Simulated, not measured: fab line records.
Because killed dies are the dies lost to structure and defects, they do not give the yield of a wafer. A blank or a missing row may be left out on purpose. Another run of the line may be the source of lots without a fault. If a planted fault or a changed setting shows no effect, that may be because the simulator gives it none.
Chamber matching :: flow n5_finfet :: rie_diel-04 running N5_HKMG_FIN_STRIP_92: 4 sister chambers
The step strips SOC in N2/H2, time 20 s. 20 wafers are shown with their chamber, then 10 later ones without.

WAFERS WITH THEIR CHAMBER
wafer: L077.1
chamber: 2
drypump_motor_current_A (A): 5.8
showerhead_plenum_p_Torr (Torr): 3.43
throttle_valve_pct (%): 19.39

wafer: L077.2
chamber: 0
drypump_motor_current_A (A): 4.8
showerhead_plenum_p_Torr (Torr): 3.40
throttle_valve_pct (%): 19.06

wafer: L077.3
chamber: 1
drypump_motor_current_A (A): 5.9
showerhead_plenum_p_Torr (Torr): 3.49
throttle_valve_pct (%): 18.89

wafer: L077.4
chamber: 3
drypump_motor_current_A (A): 5.8
showerhead_plenum_p_Torr (Torr): 3.22
throttle_valve_pct (%): 18.72

wafer: L077.5
chamber: 3
drypump_motor_current_A (A): 5.8
showerhead_plenum_p_Torr (Torr): 3.22
throttle_valve_pct (%): 18.73

wafer: L077.6
chamber: 2
drypump_motor_current_A (A): 5.8
showerhead_plenum_p_Torr (Torr): 3.43
throttle_valve_pct (%): 19.41

wafer: L078.1
chamber: 0
drypump_motor_current_A (A): 4.8
showerhead_plenum_p_Torr (Torr): 3.40
throttle_valve_pct (%): 19.06

wafer: L078.3
chamber: 1
drypump_motor_current_A (A): 5.9
showerhead_plenum_p_Torr (Torr): 3.49
throttle_valve_pct (%): 18.90

wafer: L078.6
chamber: 0
drypump_motor_current_A (A): 4.8
showerhead_plenum_p_Torr (Torr): 3.40
throttle_valve_pct (%): 19.09

wafer: L079.3
chamber: 3
drypump_motor_current_A (A): 5.8
showerhead_plenum_p_Torr (Torr): 3.22
throttle_valve_pct (%): 18.75

wafer: L079.4
chamber: 0
drypump_motor_current_A (A): 4.7
showerhead_plenum_p_Torr (Torr): 3.40
throttle_valve_pct (%): 19.08

wafer: L079.6
chamber: 2
drypump_motor_current_A (A): 5.9
showerhead_plenum_p_Torr (Torr): 3.43
throttle_valve_pct (%): 19.39

wafer: L082.1
chamber: 0
drypump_motor_current_A (A): 4.8
showerhead_plenum_p_Torr (Torr): 3.39
throttle_valve_pct (%): 19.09

wafer: L082.2
chamber: 1
drypump_motor_current_A (A): 5.9
showerhead_plenum_p_Torr (Torr): 3.48
throttle_valve_pct (%): 18.92

wafer: L082.5
chamber: 3
drypump_motor_current_A (A): 5.8
showerhead_plenum_p_Torr (Torr): 3.22
throttle_valve_pct (%): 18.74

wafer: L087.1
chamber: 2
drypump_motor_current_A (A): 5.8
showerhead_plenum_p_Torr (Torr): 3.41
throttle_valve_pct (%): 19.42

wafer: L087.2
chamber: 3
drypump_motor_current_A (A): 5.8
showerhead_plenum_p_Torr (Torr): 3.21
throttle_valve_pct (%): 18.78

wafer: L087.3
chamber: 1
drypump_motor_current_A (A): 5.9
showerhead_plenum_p_Torr (Torr): 3.47
throttle_valve_pct (%): 18.93

wafer: L086.3
chamber: 2
drypump_motor_current_A (A): 5.8
showerhead_plenum_p_Torr (Torr): 3.41
throttle_valve_pct (%): 19.45

wafer: L086.4
chamber: 1
drypump_motor_current_A (A): 5.9
showerhead_plenum_p_Torr (Torr): 3.47
throttle_valve_pct (%): 18.95

SIGNATURES (means of the wafers above)
reading: drypump_motor_current_A
chamber 0: 4.780
chamber 1: 5.900
chamber 2: 5.820
chamber 3: 5.800
scatter within a chamber: 0.0316

reading: showerhead_plenum_p_Torr
chamber 0: 3.3980
chamber 1: 3.4800
chamber 2: 3.4220
chamber 3: 3.2180
scatter within a chamber: 0.00806

reading: throttle_valve_pct
chamber 0: 19.0760
chamber 1: 18.9180
chamber 2: 19.4120
chamber 3: 18.7440
scatter within a chamber: 0.0221
Rule: a wafer lies at a distance from a chamber equal to the root of the sum of squares, over the readings, of (its reading less the chamber's mean, divided by the reading's scatter). If the next closest chamber is less than 2 further off than the closest, the wafer can't be placed; otherwise it belongs to the closest. How the scatter is found: for the shown wafers, subtract from each reading the mean of its chamber, square and add these, divide the total by (wafers less chambers), then take the root.

WAFERS MISSING THEIR CHAMBER
wafer: L086.6
drypump_motor_current_A (A): 5.9
showerhead_plenum_p_Torr (Torr): 3.47
throttle_valve_pct (%): 18.93

wafer: L091.2
drypump_motor_current_A (A): 5.8
showerhead_plenum_p_Torr (Torr): 3.20
throttle_valve_pct (%): 18.79

wafer: L091.4
drypump_motor_current_A (A): 5.8
showerhead_plenum_p_Torr (Torr): 3.41
throttle_valve_pct (%): 19.47

wafer: L091.6
drypump_motor_current_A (A): 5.8
showerhead_plenum_p_Torr (Torr): 3.41
throttle_valve_pct (%): 19.45

wafer: L095.2
drypump_motor_current_A (A): 4.8
showerhead_plenum_p_Torr (Torr): 3.37
throttle_valve_pct (%): 19.14

wafer: L095.3
drypump_motor_current_A (A): 5.7
showerhead_plenum_p_Torr (Torr): 3.20
throttle_valve_pct (%): 18.79

wafer: L095.4
drypump_motor_current_A (A): 5.8
showerhead_plenum_p_Torr (Torr): 3.41
throttle_valve_pct (%): 19.43

wafer: L097.1
drypump_motor_current_A (A): 6.0
showerhead_plenum_p_Torr (Torr): 3.46
throttle_valve_pct (%): 18.99

wafer: L097.2
drypump_motor_current_A (A): 5.8
showerhead_plenum_p_Torr (Torr): 3.20
throttle_valve_pct (%): 18.82

wafer: L097.3
drypump_motor_current_A (A): 4.8
showerhead_plenum_p_Torr (Torr): 3.37
throttle_valve_pct (%): 19.15

WHICH CHAMBER EACH ONE RAN IN
wafer: L086.6
from the rows above: 1
in truth: 1

wafer: L091.2
from the rows above: 3
in truth: 3

wafer: L091.4
from the rows above: 2
in truth: 2

wafer: L091.6
from the rows above: 2
in truth: 2

wafer: L095.2
from the rows above: 0
in truth: 0

wafer: L095.3
from the rows above: 3
in truth: 3

wafer: L095.4
from the rows above: 2
in truth: 2

wafer: L097.1
from the rows above: 1
in truth: 1

wafer: L097.2
from the rows above: 3
in truth: 3

wafer: L097.3
from the rows above: 0
in truth: 0
Correctly placed: 10 of 10. From these rows, 0 cannot be placed. 0 placed wrongly.
